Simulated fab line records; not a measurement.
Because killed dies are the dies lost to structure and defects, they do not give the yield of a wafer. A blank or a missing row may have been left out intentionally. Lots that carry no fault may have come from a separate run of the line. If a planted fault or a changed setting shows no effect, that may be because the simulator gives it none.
8D (eight disciplines) problem report, filled in by code || flow n5-finfet || the parts of the form that need people (team, actions taken, sign-off) are left out

## 1. WHAT WENT WRONG
run-length-s at N5_BEOL_M10_VIA_ETCH_34 reads a mean of 104.0 s on 5 wafers of 3 lots; wafers without a fault read 92.6 s with a standard deviation of 0.48. Measured from the usual mean, that is +24 standard deviations.
The step: etches SiCOH lowk in C4F6/O2, target depth 184.5 nm, time 69.2 s.
The first sign was on wafer L218.4 at day 12 14:55, on rie-diel-06. At this step, 18 wafers from 7 lots have a number in the record. By rule, "out" or "out of limits" means more than 4 standard deviations away from the usual mean. The other wafers with a number count as sound.

## 2. WHAT IT IS, AND WHAT IT ISN'T
{"question": "which readings at this step", "is": "run-length-s", "is not": "drypump-motor-current-A, oes-product-au, rf-vpp-V, showerhead-plenum-p-Torr, throttle-valve-pct"}
{"question": "which lots", "is": "L217, L218, L222", "is not": "L206, L209, L228, L229"}
{"question": "which wafers of those lots", "is": "L217.4, L217.6, L218.4, L218.6, L222.4", "is not": "L222.2"}
{"question": "read on which tools", "is": "rie-diel-06", "is not": "rie-diel-02, rie-diel-05"}
{"question": "when", "is": "from day 12 14:55", "is not": "up to then (6 sound wafers); but 7 sound wafers of L222, L228, L229 came after"}

## 3. THE SUSPECTS, EACH WITH WHAT RULES IT OUT
Counting: if a tool at a process step up to the reading ran every lot that is out, it stays a suspect. Sound lots after the first of them don't rule it out here, since some wafers of a struck lot are sound.
- rie-diel-06 at N5_BEOL_M10_DESCUM_33 (chemistry O2, time 7.9 s): kept. Ran every lot that is out, first one L218 (day 12 14:43); last sound lot up to then L206 (day 9 18:35).
- rie-diel-06 at N5_BEOL_M10_ETCH_65 (etches SiARC in CF4, target depth 39 nm, time 65 s): kept. Ran every lot that is out, first one L218 (day 12 14:45); last sound lot up to then L206 (day 9 18:37).
- rie-diel-06 at N5_BEOL_M10_ETCH_66 (etches SOC in N2/H2, target depth 120 nm, overetch 24 nm, time 180 s): kept. Ran every lot that is out, first one L218 (day 12 14:48); last sound lot up to then L206 (day 9 18:40).
- rie-diel-06 at N5_BEOL_M10_VIA_ETCH_34 (etches SiCOH lowk in C4F6/O2, target depth 184.5 nm, time 69.2 s): kept. Ran every lot that is out, first one L218 (day 12 14:55); last sound lot up to then L206 (day 9 18:48). On those wafers its own readings are out: run-length-s.
Left after counting: rie-diel-06 at N5_BEOL_M10_DESCUM_33, rie-diel-06 at N5_BEOL_M10_ETCH_65, rie-diel-06 at N5_BEOL_M10_ETCH_66, rie-diel-06 at N5_BEOL_M10_VIA_ETCH_34.

## 4. THE CAUSE (what the simulator had put in)
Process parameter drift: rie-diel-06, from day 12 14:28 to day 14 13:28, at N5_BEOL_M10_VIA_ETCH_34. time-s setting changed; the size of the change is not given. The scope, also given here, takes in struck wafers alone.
After counting, 4 suspects remain, this tool included.

## 5. THE EFFECT CHAIN, in route order
Each row: a reading where the mean over the struck wafers with a number is more than 3 standard deviations away from the usual. Scope: only readings with a usual standard deviation given in the record; hours: median across lots of the time from each lot's start at the first step in this table that gives one to its start at this step; sigmas: change in usual standard deviations.
{"hours": 0, "step": "N5_BEOL_M10_VIA_ETCH_34", "reading": "run-length-s", "usual": "92.6 s", "on struck wafers": 104.0, "change": "+11.4", "sigmas": "+24"}
The process steps in it:
- N5_BEOL_M10_VIA_ETCH_34: etches SiCOH lowk in C4F6/O2, target depth 184.5 nm, time 69.2 s.

## 6. WHAT WOULD HAVE CAUGHT IT SOONER
In this record no reading fell out of limits until day 12 14:55, 0 hours after the fault had begun at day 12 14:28.
